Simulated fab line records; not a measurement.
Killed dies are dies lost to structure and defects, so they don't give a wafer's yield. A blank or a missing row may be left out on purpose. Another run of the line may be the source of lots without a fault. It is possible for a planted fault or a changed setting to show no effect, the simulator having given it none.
The tool behind it: which one? -- flow n5Finfet -- Sampling: 24 lots, 72 wafers, 5 of 1938 route steps

## WHAT EACH GAUGE READ, for each wafer
N5_BEOL_M0_SAQP_OVL_MEAS_41.
lot,measured,on,M0_CUT1_OVL (nm)
L074,day 5 17:05,overlay-01,1.6 0.2 1.4
L075,day 5 21:11,overlay-01,0.3 -0.2 -0.7
L076,day 6 03:28,overlay-02,-1.2 -0.5 -0.3
L077,day 6 08:35,overlay-01,1.1 1.1 1.8
L078,day 6 19:14,overlay-01,1.3 1.3 0.9
L079,day 6 23:46,overlay-02,1.1 1.1 1.0
L080,day 7 11:49,overlay-01,-0.2 -0.8 -0.7
L081,day 7 12:22,overlay-01,1.2 0.3 0.9
L082,day 7 16:11,overlay-02,-0.3 0.3 0.6
L083,day 7 20:48,overlay-01,0.5 0.3 1.4
L084,day 8 06:17,overlay-02,0.8 0.5 0.2
L085,day 8 14:45,overlay-02,0.0 0.3 -0.1
L086,day 8 21:07,overlay-02,-0.7 0.5 -0.1
L087,day 9 01:17,overlay-02,0.1 0.1 1.3
L088,day 9 09:11,overlay-02,0.1 0.3 -0.1
L089,day 9 14:11,overlay-02,1.1 -0.2 0.3
L090,day 9 20:17,overlay-01,0.9 1.2 -0.9
L091,day 10 01:01,overlay-01,0.8 -0.1 0.4
L092,day 10 05:04,overlay-01,0.7 0.9 -0.3
L093,day 10 10:54,overlay-01,0.7 0.7 0.5
L094,day 10 20:07,overlay-02,1.6 0.4 1.6
L095,day 10 23:18,overlay-01,0.3 0.7 -0.2
L096,day 11 06:38,overlay-02,-0.1 0.9 -0.4
L097,day 11 11:17,overlay-02,0.1 -0.8 0.8

N5_BEOL_M0_OCD_MEAS_108.
lot,measured,on,trenchDepthNm (nm)
L074,day 5 20:03,ocd-02,34.0 33.1 34.0
L075,day 6 00:23,ocd-01,32.1 33.0 32.1
L076,day 6 05:43,ocd-01,33.3 32.6 32.4
L077,day 6 12:39,ocd-02,33.6 33.3 33.3
L078,day 6 22:41,ocd-01,33.0 33.8 33.4
L079,day 7 03:13,ocd-02,32.9 32.9 34.1
L080,day 7 15:02,ocd-01,32.7 34.0 32.5
L081,day 7 16:39,ocd-01,33.6 33.1 33.9
L082,day 7 19:59,ocd-01,32.7 33.6 33.8
L083,day 7 23:12,ocd-02,32.5 33.8 32.7
L084,day 8 10:11,ocd-02,33.2 32.4 32.7
L085,day 8 17:48,ocd-01,33.1 32.9 33.2
L086,day 9 01:37,ocd-01,32.9 32.5 32.3
L087,day 9 04:14,ocd-01,32.1 32.3 32.8
L088,day 9 12:59,ocd-02,31.6 32.5 32.0
L089,day 9 17:18,ocd-02,32.6 31.8 31.8
L090,day 9 23:55,ocd-01,33.3 34.1 33.2
L091,day 10 04:31,ocd-02,33.5 32.9 33.5
L092,day 10 09:27,ocd-01,32.4 32.1 32.4
L093,day 10 13:09,ocd-02,32.3 32.0 31.9
L094,day 10 22:43,ocd-02,32.2 33.1 32.0
L095,day 11 05:38,ocd-01,33.0 33.0 33.9
L096,day 11 11:25,ocd-02,32.8 33.6 34.8
L097,day 11 15:51,ocd-01,32.6 33.4 33.0

## TOOL THAT RAN EACH LOT (tool first, then ch and the chambers of the sampled wafers, then the start)
lot,N5_BEOL_M0_SAQP_ETCH_106,N5_BEOL_M0_SAQP_STRIP_75,N5_BEOL_M0_CUTY_ETCH_62
L074,"rieDiel-01 ch 0,2,3, day 5 15:39","rieDiel-05 ch 1,2, day 5 18:08","rieDiel-06 ch 0,1,2, day 5 18:48"
L075,"rieDiel-05 ch 0,2,3, day 5 19:37","rieDiel-05 ch 0,2,3, day 5 22:51","rieDiel-06 ch 0,1,2, day 5 23:31"
L076,"rieDiel-05 ch 0,1,3, day 6 01:08","rieDiel-04 ch 1,2,3, day 6 04:28","rieDiel-06 ch 1,2,3, day 6 04:59"
L077,"rieDiel-01 ch 0,3, day 6 06:52","rieDiel-04 ch 1,2,3, day 6 11:29","rieDiel-03 ch 0,1,3, day 6 11:53"
L078,"rieDiel-04 ch 0,1,2, day 6 16:44","rieDiel-04 ch 0,1, day 6 20:30","rieDiel-06 ch 0,1,3, day 6 20:53"
L079,"rieDiel-05 ch 2,3, day 6 22:22","rieDiel-04 ch 1,3, day 7 00:45","rieDiel-06 ch 0,1,3, day 7 01:16"
L080,"rieDiel-05 ch 1,3, day 7 10:18","rieDiel-04 ch 1,3, day 7 13:25","rieDiel-02 ch 0,1,3, day 7 13:56"
L081,"rieDiel-04 ch 2,3, day 7 10:51","rieDiel-01 ch 0,1,3, day 7 13:46","rieDiel-03 ch 2,3, day 7 14:17"
L082,"rieDiel-05 ch 1,3, day 7 14:40","rieDiel-04 ch 0,3, day 7 17:11","rieDiel-03 ch 0,1, day 7 17:34"
L083,"rieDiel-01 ch 0,1,2, day 7 19:07","rieDiel-01 ch 0,2,3, day 7 21:48","rieDiel-06 ch 0,3, day 7 22:19"
L084,"rieDiel-04 ch 0,2, day 8 04:54","rieDiel-01 ch 1,3, day 8 07:17","rieDiel-06 ch 0,2, day 8 07:49"
L085,"rieDiel-04 ch 2,3, day 8 13:22","rieDiel-01 ch 1,3, day 8 15:45","rieDiel-03 ch 1,2, day 8 16:16"
L086,"rieDiel-01 ch 0,3, day 8 17:01","rieDiel-05 ch 0,2,3, day 8 22:16","rieDiel-03 ch 0,1,3, day 8 23:32"
L087,"rieDiel-01 ch 0,1,3, day 8 23:48","rieDiel-04 ch 0,1,2, day 9 02:21","rieDiel-06 ch 1,2,3, day 9 02:52"
L088,"rieDiel-05 ch 2,3, day 9 07:35","rieDiel-05 ch 0,2,3, day 9 10:11","rieDiel-06 ch 1,2,3, day 9 10:58"
L089,"rieDiel-05 ch 0,2, day 9 12:47","rieDiel-01 ch 1,2,3, day 9 15:19","rieDiel-03 ch 0,1,3, day 9 15:57"
L090,"rieDiel-01 ch 0,1,2, day 9 18:53","rieDiel-04 ch 0,1,3, day 9 21:17","rieDiel-02 ch 1,2,3, day 9 21:49"
L091,"rieDiel-05 ch 0,2, day 9 23:27","rieDiel-04 ch 0,2, day 10 02:13","rieDiel-03 ch 0,3, day 10 02:44"
L092,"rieDiel-04 ch 1,2,3, day 10 03:33","rieDiel-05 ch 0,2,3, day 10 06:04","rieDiel-03 ch 2,3, day 10 06:35"
L093,"rieDiel-01 ch 0,1,2, day 10 09:20","rieDiel-05 ch 0,1, day 10 11:54","rieDiel-02 ch 1,2,3, day 10 12:17"
L094,"rieDiel-04 ch 0,1,2, day 10 18:43","rieDiel-05 ch 1,2, day 10 21:28","rieDiel-06 ch 0,1,2, day 10 21:58"
L095,"rieDiel-05 ch 0,2,3, day 10 21:46","rieDiel-04 ch 2,3, day 11 00:38","rieDiel-02 ch 0,1, day 11 01:09"
L096,"rieDiel-01 ch 0,3, day 11 04:46","rieDiel-05 ch 0,2,3, day 11 08:13","rieDiel-03 ch 0,3, day 11 08:43"
L097,"rieDiel-04 ch 0,3, day 11 09:45","rieDiel-01 ch 0,1,3, day 11 12:17","rieDiel-02 ch 0,1,2, day 11 13:16"
- N5_BEOL_M0_SAQP_ETCH_106: etches SOC in N2/H2, stops on SiNx, target depth 150 nm.
- N5_BEOL_M0_SAQP_STRIP_75: strips in CF4.
- N5_BEOL_M0_CUTY_ETCH_62: etches SiARC in CF4, time 58.5 s.

## WHAT THE TOOLS THEMSELVES READ (means of the sampled wafers that have a number; where no wafer has one, the mark that the record gives instead)
N5_BEOL_M0_SAQP_ETCH_106.
lot,tool,drypumpMotorCurrentA (A),h2FlowSccm (sccm),oesProductAu (a.u.),rfVppV (V),showerheadPlenumPTorr (Torr),throttleValvePct (%)
L074,rieDiel-01,5.4,200.1,0.71,241.8,2.63,17.91
L075,rieDiel-05,5.7,199.3,0.79,239.8,2.49,17.68
L076,rieDiel-05,5.8,200.4,0.75,239.0,2.40,17.83
L077,rieDiel-01,5.4,199.5,0.68,241.9,2.62,17.86
L078,rieDiel-04,6.2,200.0,0.77,240.9,2.59,17.67
L079,rieDiel-05,5.5,200.4,0.85,241.1,2.56,17.55
L080,rieDiel-05,5.6,199.4,0.75,238.2,2.41,17.78
L081,rieDiel-04,5.5,200.0,0.80,240.8,2.55,17.61
L082,rieDiel-05,5.6,200.2,0.77,238.6,2.38,17.82
L083,rieDiel-01,5.5,199.7,0.69,241.3,2.60,18.03
L084,rieDiel-04,5.9,199.4,0.77,241.4,2.60,17.70
L085,rieDiel-04,5.5,199.6,0.79,240.5,2.54,17.61
L086,rieDiel-01,5.4,199.6,0.81,241.6,2.62,17.72
L087,rieDiel-01,5.5,200.1,0.79,241.6,2.59,17.81
L088,rieDiel-05,5.6,199.9,0.82,240.4,2.55,17.57
L089,rieDiel-05,5.7,200.4,0.81,241.3,2.54,17.65
L090,rieDiel-01,5.5,199.8,0.78,241.1,2.59,17.90
L091,rieDiel-05,5.9,199.7,0.74,239.6,2.47,17.81
L092,rieDiel-04,5.8,200.1,0.77,240.0,2.52,17.62
L093,rieDiel-01,5.4,199.8,0.77,241.4,2.59,17.91
L094,rieDiel-04,6.2,200.1,0.74,242.0,2.58,17.72
L095,rieDiel-05,5.7,199.7,0.75,239.4,2.48,17.76
L096,rieDiel-01,5.4,200.5,0.76,242.1,2.61,17.75
L097,rieDiel-04,5.8,199.8,0.82,240.4,2.55,17.90

N5_BEOL_M0_SAQP_STRIP_75.
lot,tool,drypumpMotorCurrentA (A),oesProductAu (a.u.),rfVppV (V),showerheadPlenumPTorr (Torr),throttleValvePct (%)
L074,rieDiel-05,5.6,0.204,270.7,1.78,13.33
L075,rieDiel-05,5.7,0.185,270.0,1.77,13.51
L076,rieDiel-04,5.8,0.182,272.0,1.78,13.35
L077,rieDiel-04,5.8,0.181,271.0,1.78,13.35
L078,rieDiel-04,6.6,0.186,272.3,1.86,13.67
L079,rieDiel-04,5.8,0.194,270.5,1.76,13.36
L080,rieDiel-04,6.1,0.176,271.2,1.77,13.43
L081,rieDiel-01,5.5,0.163,272.2,1.83,13.74
L082,rieDiel-04,5.8,0.198,271.2,1.80,13.46
L083,rieDiel-01,5.4,0.162,271.9,1.85,13.73
L084,rieDiel-01,5.6,0.164,271.4,1.81,13.75
L085,rieDiel-01,5.6,0.164,270.5,1.81,13.76
L086,rieDiel-05,5.7,0.176,270.7,1.76,13.56
L087,rieDiel-04,6.3,0.176,272.1,1.83,13.55
L088,rieDiel-05,5.7,0.181,270.0,1.76,13.57
L089,rieDiel-01,5.5,0.164,271.8,1.83,13.78
L090,rieDiel-04,6.2,0.189,271.0,1.80,13.56
L091,rieDiel-04,5.9,0.177,270.8,1.83,13.50
L092,rieDiel-05,5.7,0.176,269.8,1.76,13.59
L093,rieDiel-05,5.9,0.163,269.4,1.70,13.83
L094,rieDiel-05,5.6,0.190,270.5,1.78,13.39
L095,rieDiel-04,5.5,0.188,270.5,1.76,13.36
L096,rieDiel-05,5.7,0.176,270.4,1.76,13.59
L097,rieDiel-01,5.4,0.181,271.9,1.82,13.61

N5_BEOL_M0_CUTY_ETCH_62.
lot,tool,drypumpMotorCurrentA (A),etchRfOnTimeS (s),oesProductAu (a.u.),rfVppV (V),showerheadPlenumPTorr (Torr),throttleValvePct (%)
L074,rieDiel-06,5.5,58.8,0.68,184.0,2.21,15.52
L075,rieDiel-06,5.5,58.6,0.68,184.6,2.21,15.54
L076,rieDiel-06,5.2,58.8,0.75,185.1,2.20,15.56
L077,rieDiel-03,5.9,56.1,0.67,184.3,2.12,15.75
L078,rieDiel-06,5.4,59.5,0.67,183.8,2.14,15.70
L079,rieDiel-06,5.3,59.6,0.67,183.8,2.14,15.70
L080,rieDiel-02,5.5,57.4,0.73,183.9,2.14,15.55
L081,rieDiel-03,5.7,57.1,0.69,185.1,2.22,15.58
L082,rieDiel-03,5.7,57.3,0.61,183.3,2.06,15.85
L083,rieDiel-06,5.5,59.2,0.66,183.4,2.11,15.61
L084,rieDiel-06,5.7,58.9,0.66,185.5,2.16,15.44
L085,rieDiel-03,5.7,57.9,0.64,184.6,2.20,15.84
L086,rieDiel-03,5.9,57.2,0.64,183.5,2.11,15.78
L087,rieDiel-06,5.2,58.8,0.71,185.1,2.19,15.60
L088,rieDiel-06,5.2,58.9,0.72,184.5,2.19,15.61
L089,rieDiel-03,5.9,57.1,0.64,183.7,2.11,15.81
L090,rieDiel-02,5.6,57.5,0.69,183.3,2.13,15.62
L091,rieDiel-03,5.7,58.9,0.62,182.4,2.08,15.66
L092,rieDiel-03,6.0,57.3,0.69,184.5,2.19,15.55
L093,rieDiel-02,5.6,57.9,0.68,185.0,2.13,15.63
L094,rieDiel-06,5.5,58.8,0.65,185.0,2.19,15.60
L095,rieDiel-02,5.9,56.5,0.68,182.9,2.12,15.66
L096,rieDiel-03,5.9,57.2,0.75,184.3,2.20,15.43
L097,rieDiel-02,5.7,57.3,0.70,183.9,2.10,15.61

## THE ANSWER, worked out from the rows above alone
Rule: the usual values come from the lots themselves. Put in order of their means at a reading, lots are off if they are a third of the lots or fewer, leave a main group of 4 or more, and stand apart from it by a gap of 3 or more times the standard deviation of the main group's means; of several such gaps the widest counts. The tables above print the reading to a certain number of digits; a main group whose means all agree to those digits is not used. Also off: a lot with no number at a reading for which 4 or more lots have one. Any other lot the step has rows for is counted as sound. Order of review: gauges by route order, followed by the tools' own readings, for which a lot's mean as printed above is used. At the first step where some lot is off, the reading lying furthest off is the one used; lots without a number count as furthest.
No lot is off on any of the readings shown, so nothing can be concluded from this.

## WHAT THE SIMULATOR HAD PUT IN
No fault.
